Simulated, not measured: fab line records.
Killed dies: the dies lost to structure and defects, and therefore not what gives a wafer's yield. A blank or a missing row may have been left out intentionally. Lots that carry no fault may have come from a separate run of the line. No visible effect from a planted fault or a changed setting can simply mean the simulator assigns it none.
Chamber matching + flow n5-finfet + N5_BEOL_M5_DESCUM_33 on rie-diel-05 has 4 sister chambers
The step chemistry O2, time 7 s. 24 wafers are shown with their chamber, then 12 later ones without.

WAFERS, EACH WITH ITS CHAMBER
| wafer  | chamber | showerhead-plenum-p-Torr (Torr) | drypump-motor-current-A (A) | throttle-valve-pct (%) |
|--------|---------|---------------------------------|-----------------------------|------------------------|
| L074.2 | 2       | 2.03                            | 5.8                         | 20.0                   |
| L074.4 | 0       | 2.16                            | 6.5                         | 20.7                   |
| L074.5 | 1       | 2.05                            | 5.5                         | 20.4                   |
| L076.1 | 2       | 2.03                            | 5.8                         | 20.0                   |
| L076.2 | 3       | 2.08                            | 5.3                         | 20.9                   |
| L076.3 | 0       | 2.16                            | 6.4                         | 20.7                   |
| L076.4 | 1       | 2.05                            | 5.5                         | 20.4                   |
| L076.5 | 2       | 2.03                            | 5.8                         | 20.0                   |
| L076.6 | 3       | 2.08                            | 5.3                         | 20.9                   |
| L081.1 | 2       | 2.03                            | 5.7                         | 20.0                   |
| L081.2 | 1       | 2.05                            | 5.5                         | 20.4                   |
| L081.3 | 0       | 2.16                            | 6.4                         | 20.8                   |
| L081.4 | 3       | 2.08                            | 5.3                         | 20.9                   |
| L081.5 | 3       | 2.08                            | 5.3                         | 20.9                   |
| L081.6 | 0       | 2.16                            | 6.5                         | 20.7                   |
| L080.1 | 2       | 2.03                            | 5.7                         | 20.0                   |
| L080.2 | 1       | 2.05                            | 5.5                         | 20.4                   |
| L080.6 | 0       | 2.16                            | 6.5                         | 20.7                   |
| L085.1 | 1       | 2.05                            | 5.5                         | 20.4                   |
| L085.2 | 3       | 2.08                            | 5.2                         | 20.6                   |
| L085.6 | 2       | 2.02                            | 5.8                         | 20.0                   |
| L089.3 | 0       | 2.15                            | 6.4                         | 20.8                   |
| L089.4 | 1       | 2.04                            | 5.5                         | 20.4                   |
| L089.6 | 3       | 2.07                            | 5.3                         | 20.6                   |

SIGNATURES (averages over the wafers above)
| reading                  | chamber 0 | chamber 1 | chamber 2 | chamber 3 | scatter within a chamber |
|--------------------------|-----------|-----------|-----------|-----------|--------------------------|
| showerhead-plenum-p-Torr | 2.1583    | 2.0483    | 2.0283    | 2.0783    | 0.00408                  |
| drypump-motor-current-A  | 6.450     | 5.500     | 5.767     | 5.283     | 0.0428                   |
| throttle-valve-pct       | 20.733    | 20.400    | 20.000    | 20.800    | 0.0816                   |
Rule: for each reading, subtract the chamber's mean from the wafer's reading, divide by that reading's scatter and square the result; add these up over the readings and take the root, which gives the wafer's distance from the chamber. The wafer belongs to the nearest chamber; if the next one is less than 2 further off, it can't be placed. The scatter: take each reading less its chamber's mean, square it, sum over the shown wafers, divide by the number of wafers less the number of chambers, and take the root.

WAFERS WITH NO CHAMBER GIVEN
| wafer  | showerhead-plenum-p-Torr (Torr) | drypump-motor-current-A (A) | throttle-valve-pct (%) |
|--------|---------------------------------|-----------------------------|------------------------|
| L091.1 | 2.07                            | 5.3                         | 20.6                   |
| L091.3 | 2.15                            | 6.5                         | 20.8                   |
| L091.4 | 2.02                            | 5.8                         | 20.0                   |
| L093.1 | 2.02                            | 5.8                         | 20.0                   |
| L093.4 | 2.07                            | 5.3                         | 20.6                   |
| L093.5 | 2.02                            | 5.8                         | 20.0                   |
| L097.1 | 2.07                            | 5.3                         | 20.6                   |
| L097.2 | 2.01                            | 5.7                         | 20.0                   |
| L097.5 | 2.15                            | 6.5                         | 20.8                   |
| L096.4 | 2.14                            | 6.4                         | 20.8                   |
| L096.5 | 2.07                            | 5.3                         | 20.6                   |
| L096.6 | 2.14                            | 6.5                         | 20.8                   |

WHICH CHAMBER EACH WENT THROUGH
| wafer  | from the rows above | in truth |
|--------|---------------------|----------|
| L091.1 | 3                   | 3        |
| L091.3 | 0                   | 0        |
| L091.4 | 2                   | 2        |
| L093.1 | 2                   | 2        |
| L093.4 | 3                   | 3        |
| L093.5 | 2                   | 2        |
| L097.1 | 3                   | 3        |
| L097.2 | 2                   | 2        |
| L097.5 | 0                   | 0        |
| L096.4 | 0                   | 0        |
| L096.5 | 3                   | 3        |
| L096.6 | 0                   | 0        |
Correct placement for 12 of the 12. Left unplaced by these rows: 0. Wrongly placed: 0.
